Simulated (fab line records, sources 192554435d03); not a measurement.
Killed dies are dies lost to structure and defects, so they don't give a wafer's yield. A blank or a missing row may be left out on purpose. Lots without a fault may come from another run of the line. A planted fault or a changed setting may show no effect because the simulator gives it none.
Chamber matching | flow n5_finfet | N5_GATE_CUT_STRIP_59 on rie_diel-01: 4 sister chambers
The step strips in N2/H2, time 20 s. 22 wafers are shown with their chamber, then 11 later ones without.

WAFERS WITH THEIR CHAMBER
wafer  | chamber | showerhead_plenum_p_Torr (Torr) | drypump_motor_current_A (A) | throttle_valve_pct (%)
L074.2 | 0       | 3.35                            | 5.0                         | 12.41
L074.5 | 3       | 3.54                            | 5.6                         | 12.08
L074.6 | 0       | 3.35                            | 5.0                         | 12.41
L078.1 | 0       | 3.35                            | 4.9                         | 12.43
L078.5 | 2       | 3.26                            | 5.2                         | 12.06
L078.6 | 3       | 3.54                            | 5.6                         | 12.10
L081.3 | 0       | 3.34                            | 5.0                         | 12.43
L081.4 | 1       | 3.31                            | 5.8                         | 11.91
L081.5 | 3       | 3.53                            | 5.6                         | 12.12
L085.1 | 2       | 3.25                            | 5.2                         | 12.13
L085.3 | 1       | 3.30                            | 5.7                         | 11.92
L085.4 | 1       | 3.30                            | 5.8                         | 11.94
L086.2 | 0       | 3.34                            | 5.0                         | 11.84
L086.4 | 3       | 3.53                            | 5.6                         | 12.17
L086.5 | 0       | 3.34                            | 5.0                         | 11.82
L087.1 | 1       | 3.30                            | 5.8                         | 11.96
L087.4 | 0       | 3.34                            | 4.9                         | 11.82
L087.5 | 2       | 3.25                            | 5.2                         | 12.15
L088.2 | 2       | 3.25                            | 5.2                         | 12.13
L088.5 | 3       | 3.52                            | 5.6                         | 12.19
L088.6 | 2       | 3.25                            | 5.2                         | 12.15
L089.1 | 3       | 3.52                            | 5.6                         | 12.15

SIGNATURES (means of the wafers above)
reading                  | chamber 0 | chamber 1 | chamber 2 | chamber 3 | scatter within a chamber
showerhead_plenum_p_Torr | 3.3443    | 3.3025    | 3.2520    | 3.5300    | 0.00635
drypump_motor_current_A  | 4.971     | 5.775     | 5.200     | 5.600     | 0.0348
throttle_valve_pct       | 12.1657   | 11.9325   | 12.1240   | 12.1350   | 0.186
Rule: a wafer's distance from a chamber is the root of the sum, over the readings, of the square of ((its reading less the chamber's mean) divided by the reading's scatter). The wafer belongs to the nearest chamber; if the next one is less than 2 further off, it can't be placed. The scatter: the root of (the sum of the squares of (reading less its chamber's mean) over the shown wafers, divided by (wafers less chambers)).

WAFERS WITHOUT THEIR CHAMBER
wafer  | showerhead_plenum_p_Torr (Torr) | drypump_motor_current_A (A) | throttle_valve_pct (%)
L089.4 | 3.25                            | 5.2                         | 12.14
L089.6 | 3.34                            | 5.0                         | 11.83
L090.2 | 3.25                            | 5.2                         | 12.13
L090.4 | 3.30                            | 5.8                         | 11.96
L090.5 | 3.30                            | 5.8                         | 11.96
L094.1 | 3.52                            | 5.6                         | 12.17
L094.4 | 3.30                            | 5.8                         | 11.97
L094.5 | 3.24                            | 5.2                         | 12.14
L095.1 | 3.24                            | 5.2                         | 12.16
L095.3 | 3.33                            | 5.0                         | 11.86
L095.4 | 3.52                            | 5.6                         | 12.17

WHICH CHAMBER EACH WENT THROUGH
wafer  | from the rows above | in truth
L089.4 | 2                   | 2
L089.6 | 0                   | 0
L090.2 | 2                   | 2
L090.4 | 1                   | 1
L090.5 | 1                   | 1
L094.1 | 3                   | 3
L094.4 | 1                   | 1
L094.5 | 2                   | 2
L095.1 | 2                   | 2
L095.3 | 0                   | 0
L095.4 | 3                   | 3
Placed correctly: 11 of 11. Can't be placed from these rows: 0. Placed wrongly: 0.
